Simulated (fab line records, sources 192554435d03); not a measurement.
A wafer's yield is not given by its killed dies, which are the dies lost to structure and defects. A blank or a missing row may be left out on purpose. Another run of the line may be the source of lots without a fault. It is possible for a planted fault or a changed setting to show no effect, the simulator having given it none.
fab line records / flow n5Finfet
[record] lots = 7 wafers = 39
route steps=1938 shown WELL_APT@47 DUMMY_GATE@237 MOL_CONTACT_COAG@584 BEOL_M4@1111
startH: hours from the record's first day to the start of the lot's first wafer shown / waitH: hours since the lot's step before / " as in the row above / L1.1+2: a single row standing in for several wafers / - no value, or no start given / * or withheld: withheld / < > ~ a bound
route shown NAME@n: a module of which the file shows steps, and the number in the route of the first / usual: mean/standard deviation of fault-free wafers / same: alike in all rows / chamber/n: place in a boat / sites: readings site by site / _std_site: their standard deviation / _edge_site: inner sites' mean taken away from outer sites' mean / radiusMm: how far each site lies from the wafer's centre / mask NAME#n: copy n / behind: the most recent tool/chamber to have shaped the wafer / hold: reason for holding the lot/hours on hold/outcome of the hold / device: which transistor (n, p or np) failed to switch / end of line: the same wafers' tests at the end of the route / a step given without rows: its recipe and nothing more / killed: dies that structure and defects cost at the first sort, which is not the same as the wafer's yield / map: the dies of a wafer, with x for killed, . for not killed, _ for no die there
set.NAME: the setting the step ran with; set.NAME@STEP: the setting that earlier step ran with / model.NAME: the simulator's own value behind a step, which no gauge read
lots with deliberately changed settings; one table per step, one row per wafer
[[steps]]
[step N5_WELL_APT_IMPLANT_31]
[recipe] species = B energyKev = 60 doseCm2 = 1.5e+13 tiltDeg = 0 rotationDeg = 0
[step N5_DUMMY_GATE_ETCH_37]
[recipe] chemistry = N2/H2 target = SOC targetDepthA = 600 overetchA = 300 tempC = 40 ionEnergyEv = 200 pressureMtorr = 30 sourceW = 840 biasW = 150 n2FlowSccm = 200 h2FlowSccm = 200
[step N5_DUMMY_GATE_ETCH_31]
[recipe] chemistry = C4F6/O2 target = SiO2 maskMaterial = SOC targetDepthA = 825 timeS = 27.5 ionEnergyEv = 250 pressureMtorr = 30 sourceW = 345 biasW = 185 Ar_flow_sccm = 300 C4F6_flow_sccm = 10 O2_flow_sccm = 10
[step N5_MOL_CONTACT_COAG_ETCHBACK_135]
[recipe] chemistry = CHF3 target = SiO2 targetDepthA = 250 timeS = 16.7 ionEnergyEv = 200 pressureMtorr = 30 sourceW = 610 biasW = 170 Ar_flow_sccm = 200 CHF3_flow_sccm = 50
[step N5_BEOL_M4_RC_MEAS_101]
[usual] RS_PWELL = 3012/20
lot.wafer=L078.1 tool=prober-02 chamber=0 startH=185.89 waitH=0.0 set.energyKev@WELL_APT_IMPLANT_31=60 set.sourceW@DUMMY_GATE_ETCH_37=840 set.targetDepthA@DUMMY_GATE_ETCH_31=825 set.targetDepthA@MOL_CONTACT_COAG_ETCHBACK_135=250 RS_PWELL[ohm/sq]=3021
lot.wafer=L078.2 tool=prober-02 chamber=0 startH=185.89 waitH=0.0 set.energyKev@WELL_APT_IMPLANT_31=64.45 set.sourceW@DUMMY_GATE_ETCH_37=901.2 set.targetDepthA@DUMMY_GATE_ETCH_31=825 set.targetDepthA@MOL_CONTACT_COAG_ETCHBACK_135=250 RS_PWELL[ohm/sq]=2937
lot.wafer=L078.3 tool=prober-02 chamber=0 startH=185.89 waitH=0.0 set.energyKev@WELL_APT_IMPLANT_31=60 set.sourceW@DUMMY_GATE_ETCH_37=840 set.targetDepthA@DUMMY_GATE_ETCH_31=752 set.targetDepthA@MOL_CONTACT_COAG_ETCHBACK_135=271.1 RS_PWELL[ohm/sq]=3026
lot.wafer=L078.4 tool=prober-02 chamber=0 startH=185.89 waitH=0.0 set.energyKev@WELL_APT_IMPLANT_31=64.45 set.sourceW@DUMMY_GATE_ETCH_37=840 set.targetDepthA@DUMMY_GATE_ETCH_31=752 set.targetDepthA@MOL_CONTACT_COAG_ETCHBACK_135=271.1 RS_PWELL[ohm/sq]=2931
lot.wafer=L078.5 tool=prober-02 chamber=0 startH=185.89 waitH=0.0 set.energyKev@WELL_APT_IMPLANT_31=64.45 set.sourceW@DUMMY_GATE_ETCH_37=901.2 set.targetDepthA@DUMMY_GATE_ETCH_31=752 set.targetDepthA@MOL_CONTACT_COAG_ETCHBACK_135=250 RS_PWELL[ohm/sq]=2930
lot.wafer=L078.6 tool=prober-02 chamber=0 startH=185.89 waitH=0.0 set.energyKev@WELL_APT_IMPLANT_31=60 set.sourceW@DUMMY_GATE_ETCH_37=901.2 set.targetDepthA@DUMMY_GATE_ETCH_31=825 set.targetDepthA@MOL_CONTACT_COAG_ETCHBACK_135=271.1 RS_PWELL[ohm/sq]=3014
lot.wafer=L081.2 tool=prober-01 chamber=0 startH=210.86 waitH=0.2 set.energyKev@WELL_APT_IMPLANT_31=60 set.sourceW@DUMMY_GATE_ETCH_37=840 set.targetDepthA@DUMMY_GATE_ETCH_31=825 set.targetDepthA@MOL_CONTACT_COAG_ETCHBACK_135=250 RS_PWELL[ohm/sq]=3016
lot.wafer=L081.5 tool=prober-01 chamber=0 startH=210.86 waitH=0.2 set.energyKev@WELL_APT_IMPLANT_31=60 set.sourceW@DUMMY_GATE_ETCH_37=840 set.targetDepthA@DUMMY_GATE_ETCH_31=825 set.targetDepthA@MOL_CONTACT_COAG_ETCHBACK_135=250 RS_PWELL[ohm/sq]=3022
lot.wafer=L081.6 tool=prober-01 chamber=0 startH=210.86 waitH=0.2 set.energyKev@WELL_APT_IMPLANT_31=60 set.sourceW@DUMMY_GATE_ETCH_37=840 set.targetDepthA@DUMMY_GATE_ETCH_31=825 set.targetDepthA@MOL_CONTACT_COAG_ETCHBACK_135=250 RS_PWELL[ohm/sq]=3039
lot.wafer=L089.1 tool=prober-02 chamber=0 startH=275.09 waitH=0.0 set.energyKev@WELL_APT_IMPLANT_31=65.77 set.sourceW@DUMMY_GATE_ETCH_37=840 set.targetDepthA@DUMMY_GATE_ETCH_31=756.6 set.targetDepthA@MOL_CONTACT_COAG_ETCHBACK_135=250 RS_PWELL[ohm/sq]=2910
lot.wafer=L089.2 tool=prober-02 chamber=0 startH=275.09 waitH=0.0 set.energyKev@WELL_APT_IMPLANT_31=65.77 set.sourceW@DUMMY_GATE_ETCH_37=840 set.targetDepthA@DUMMY_GATE_ETCH_31=825 set.targetDepthA@MOL_CONTACT_COAG_ETCHBACK_135=250 RS_PWELL[ohm/sq]=2893
lot.wafer=L089.3 tool=prober-02 chamber=0 startH=275.09 waitH=0.0 set.energyKev@WELL_APT_IMPLANT_31=65.77 set.sourceW@DUMMY_GATE_ETCH_37=840 set.targetDepthA@DUMMY_GATE_ETCH_31=756.6 set.targetDepthA@MOL_CONTACT_COAG_ETCHBACK_135=272.6 RS_PWELL[ohm/sq]=2926
lot.wafer=L089.4 tool=prober-02 chamber=0 startH=275.09 waitH=0.0 set.energyKev@WELL_APT_IMPLANT_31=60 set.sourceW@DUMMY_GATE_ETCH_37=840 set.targetDepthA@DUMMY_GATE_ETCH_31=825 set.targetDepthA@MOL_CONTACT_COAG_ETCHBACK_135=272.6 RS_PWELL[ohm/sq]=3019
lot.wafer=L089.5 tool=prober-02 chamber=0 startH=275.09 waitH=0.0 set.energyKev@WELL_APT_IMPLANT_31=60 set.sourceW@DUMMY_GATE_ETCH_37=840 set.targetDepthA@DUMMY_GATE_ETCH_31=825 set.targetDepthA@MOL_CONTACT_COAG_ETCHBACK_135=250 RS_PWELL[ohm/sq]=3004
lot.wafer=L089.6 tool=prober-02 chamber=0 startH=275.09 waitH=0.0 set.energyKev@WELL_APT_IMPLANT_31=60 set.sourceW@DUMMY_GATE_ETCH_37=840 set.targetDepthA@DUMMY_GATE_ETCH_31=756.6 set.targetDepthA@MOL_CONTACT_COAG_ETCHBACK_135=272.6 RS_PWELL[ohm/sq]=3007
lot.wafer=L093.1 tool=prober-01 chamber=0 startH=276.71 waitH=0.0 set.energyKev@WELL_APT_IMPLANT_31=64.13 set.sourceW@DUMMY_GATE_ETCH_37=840 set.targetDepthA@DUMMY_GATE_ETCH_31=825 set.targetDepthA@MOL_CONTACT_COAG_ETCHBACK_135=250 RS_PWELL[ohm/sq]=2970
lot.wafer=L093.2 tool=prober-01 chamber=0 startH=276.71 waitH=0.0 set.energyKev@WELL_APT_IMPLANT_31=60 set.sourceW@DUMMY_GATE_ETCH_37=840 set.targetDepthA@DUMMY_GATE_ETCH_31=825 set.targetDepthA@MOL_CONTACT_COAG_ETCHBACK_135=250 RS_PWELL[ohm/sq]=3011
lot.wafer=L093.3 tool=prober-01 chamber=0 startH=276.71 waitH=0.0 set.energyKev@WELL_APT_IMPLANT_31=60 set.sourceW@DUMMY_GATE_ETCH_37=840 set.targetDepthA@DUMMY_GATE_ETCH_31=825 set.targetDepthA@MOL_CONTACT_COAG_ETCHBACK_135=250 RS_PWELL[ohm/sq]=3040
lot.wafer=L093.4 tool=prober-01 chamber=0 startH=276.71 waitH=0.0 set.energyKev@WELL_APT_IMPLANT_31=64.13 set.sourceW@DUMMY_GATE_ETCH_37=840 set.targetDepthA@DUMMY_GATE_ETCH_31=825 set.targetDepthA@MOL_CONTACT_COAG_ETCHBACK_135=250 RS_PWELL[ohm/sq]=2972
lot.wafer=L093.5 tool=prober-01 chamber=0 startH=276.71 waitH=0.0 set.energyKev@WELL_APT_IMPLANT_31=60 set.sourceW@DUMMY_GATE_ETCH_37=840 set.targetDepthA@DUMMY_GATE_ETCH_31=825 set.targetDepthA@MOL_CONTACT_COAG_ETCHBACK_135=250 RS_PWELL[ohm/sq]=3050
lot.wafer=L093.6 tool=prober-01 chamber=0 startH=276.71 waitH=0.0 set.energyKev@WELL_APT_IMPLANT_31=64.13 set.sourceW@DUMMY_GATE_ETCH_37=840 set.targetDepthA@DUMMY_GATE_ETCH_31=825 set.targetDepthA@MOL_CONTACT_COAG_ETCHBACK_135=250 RS_PWELL[ohm/sq]=2954
lot.wafer=L090.1 tool=prober-02 chamber=0 startH=276.81 waitH=0.0 set.energyKev@WELL_APT_IMPLANT_31=62.35 set.sourceW@DUMMY_GATE_ETCH_37=840 set.targetDepthA@DUMMY_GATE_ETCH_31=914.9 set.targetDepthA@MOL_CONTACT_COAG_ETCHBACK_135=250 RS_PWELL[ohm/sq]=2979
lot.wafer=L090.2 tool=prober-02 chamber=0 startH=276.81 waitH=0.0 set.energyKev@WELL_APT_IMPLANT_31=62.35 set.sourceW@DUMMY_GATE_ETCH_37=766.7 set.targetDepthA@DUMMY_GATE_ETCH_31=914.9 set.targetDepthA@MOL_CONTACT_COAG_ETCHBACK_135=232.2 RS_PWELL[ohm/sq]=2964
lot.wafer=L090.3 tool=prober-02 chamber=0 startH=276.81 waitH=0.0 set.energyKev@WELL_APT_IMPLANT_31=60 set.sourceW@DUMMY_GATE_ETCH_37=766.7 set.targetDepthA@DUMMY_GATE_ETCH_31=825 set.targetDepthA@MOL_CONTACT_COAG_ETCHBACK_135=250 RS_PWELL[ohm/sq]=3006
lot.wafer=L090.4 tool=prober-02 chamber=0 startH=276.81 waitH=0.0 set.energyKev@WELL_APT_IMPLANT_31=62.35 set.sourceW@DUMMY_GATE_ETCH_37=766.7 set.targetDepthA@DUMMY_GATE_ETCH_31=825 set.targetDepthA@MOL_CONTACT_COAG_ETCHBACK_135=232.2 RS_PWELL[ohm/sq]=2995
lot.wafer=L090.5 tool=prober-02 chamber=0 startH=276.81 waitH=0.0 set.energyKev@WELL_APT_IMPLANT_31=60 set.sourceW@DUMMY_GATE_ETCH_37=840 set.targetDepthA@DUMMY_GATE_ETCH_31=825 set.targetDepthA@MOL_CONTACT_COAG_ETCHBACK_135=232.2 RS_PWELL[ohm/sq]=3017
lot.wafer=L090.6 tool=prober-02 chamber=0 startH=276.81 waitH=0.0 set.energyKev@WELL_APT_IMPLANT_31=60 set.sourceW@DUMMY_GATE_ETCH_37=840 set.targetDepthA@DUMMY_GATE_ETCH_31=914.9 set.targetDepthA@MOL_CONTACT_COAG_ETCHBACK_135=250 RS_PWELL[ohm/sq]=3011
lot.wafer=L092.1 tool=prober-01 chamber=0 startH=281.24 waitH=0.0 set.energyKev@WELL_APT_IMPLANT_31=63.93 set.sourceW@DUMMY_GATE_ETCH_37=782.3 set.targetDepthA@DUMMY_GATE_ETCH_31=865.3 set.targetDepthA@MOL_CONTACT_COAG_ETCHBACK_135=250 RS_PWELL[ohm/sq]=2956
lot.wafer=L092.2 tool=prober-01 chamber=0 startH=281.24 waitH=0.0 set.energyKev@WELL_APT_IMPLANT_31=63.93 set.sourceW@DUMMY_GATE_ETCH_37=840 set.targetDepthA@DUMMY_GATE_ETCH_31=865.3 set.targetDepthA@MOL_CONTACT_COAG_ETCHBACK_135=250 RS_PWELL[ohm/sq]=2923
lot.wafer=L092.3 tool=prober-01 chamber=0 startH=281.24 waitH=0.0 set.energyKev@WELL_APT_IMPLANT_31=60 set.sourceW@DUMMY_GATE_ETCH_37=840 set.targetDepthA@DUMMY_GATE_ETCH_31=825 set.targetDepthA@MOL_CONTACT_COAG_ETCHBACK_135=250 RS_PWELL[ohm/sq]=3023
lot.wafer=L092.4 tool=prober-01 chamber=0 startH=281.24 waitH=0.0 set.energyKev@WELL_APT_IMPLANT_31=60 set.sourceW@DUMMY_GATE_ETCH_37=840 set.targetDepthA@DUMMY_GATE_ETCH_31=825 set.targetDepthA@MOL_CONTACT_COAG_ETCHBACK_135=250 RS_PWELL[ohm/sq]=3020
lot.wafer=L092.5 tool=prober-01 chamber=0 startH=281.24 waitH=0.0 set.energyKev@WELL_APT_IMPLANT_31=60 set.sourceW@DUMMY_GATE_ETCH_37=782.3 set.targetDepthA@DUMMY_GATE_ETCH_31=865.3 set.targetDepthA@MOL_CONTACT_COAG_ETCHBACK_135=250 RS_PWELL[ohm/sq]=2996
lot.wafer=L092.6 tool=prober-01 chamber=0 startH=281.24 waitH=0.0 set.energyKev@WELL_APT_IMPLANT_31=63.93 set.sourceW@DUMMY_GATE_ETCH_37=782.3 set.targetDepthA@DUMMY_GATE_ETCH_31=825 set.targetDepthA@MOL_CONTACT_COAG_ETCHBACK_135=250 RS_PWELL[ohm/sq]=2968
lot.wafer=L095.1 tool=prober-02 chamber=0 startH=302.58 waitH=0.0 set.energyKev@WELL_APT_IMPLANT_31=60 set.sourceW@DUMMY_GATE_ETCH_37=898.1 set.targetDepthA@DUMMY_GATE_ETCH_31=825 set.targetDepthA@MOL_CONTACT_COAG_ETCHBACK_135=250 RS_PWELL[ohm/sq]=2988
lot.wafer=L095.2 tool=prober-02 chamber=0 startH=302.58 waitH=0.0 set.energyKev@WELL_APT_IMPLANT_31=60 set.sourceW@DUMMY_GATE_ETCH_37=840 set.targetDepthA@DUMMY_GATE_ETCH_31=825 set.targetDepthA@MOL_CONTACT_COAG_ETCHBACK_135=250 RS_PWELL[ohm/sq]=2996
lot.wafer=L095.3 tool=prober-02 chamber=0 startH=302.58 waitH=0.0 set.energyKev@WELL_APT_IMPLANT_31=53.61 set.sourceW@DUMMY_GATE_ETCH_37=840 set.targetDepthA@DUMMY_GATE_ETCH_31=865.2 set.targetDepthA@MOL_CONTACT_COAG_ETCHBACK_135=250 RS_PWELL[ohm/sq]=3169
lot.wafer=L095.4 tool=prober-02 chamber=0 startH=302.58 waitH=0.0 set.energyKev@WELL_APT_IMPLANT_31=60 set.sourceW@DUMMY_GATE_ETCH_37=898.1 set.targetDepthA@DUMMY_GATE_ETCH_31=865.2 set.targetDepthA@MOL_CONTACT_COAG_ETCHBACK_135=250 RS_PWELL[ohm/sq]=3034
lot.wafer=L095.5 tool=prober-02 chamber=0 startH=302.58 waitH=0.0 set.energyKev@WELL_APT_IMPLANT_31=53.61 set.sourceW@DUMMY_GATE_ETCH_37=840 set.targetDepthA@DUMMY_GATE_ETCH_31=865.2 set.targetDepthA@MOL_CONTACT_COAG_ETCHBACK_135=250 RS_PWELL[ohm/sq]=3125
lot.wafer=L095.6 tool=prober-02 chamber=0 startH=302.58 waitH=0.0 set.energyKev@WELL_APT_IMPLANT_31=53.61 set.sourceW@DUMMY_GATE_ETCH_37=898.1 set.targetDepthA@DUMMY_GATE_ETCH_31=825 set.targetDepthA@MOL_CONTACT_COAG_ETCHBACK_135=250 RS_PWELL[ohm/sq]=3123
[[key]]
[split] step = N5_WELL_APT_IMPLANT_31 setting = energyKev statedAs = 60
[response] step = N5_BEOL_M4_RC_MEAS_101 reading = RS_PWELL slope = -11 per = 1% togetherWith = all explained = 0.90
[split] step = N5_DUMMY_GATE_ETCH_37 setting = sourceW statedAs = 840
response none clear
[split] step = N5_DUMMY_GATE_ETCH_31 setting = targetDepthA statedAs = 825
response none clear
[split] step = N5_MOL_CONTACT_COAG_ETCHBACK_135 setting = targetDepthA statedAs = 250
response none clear
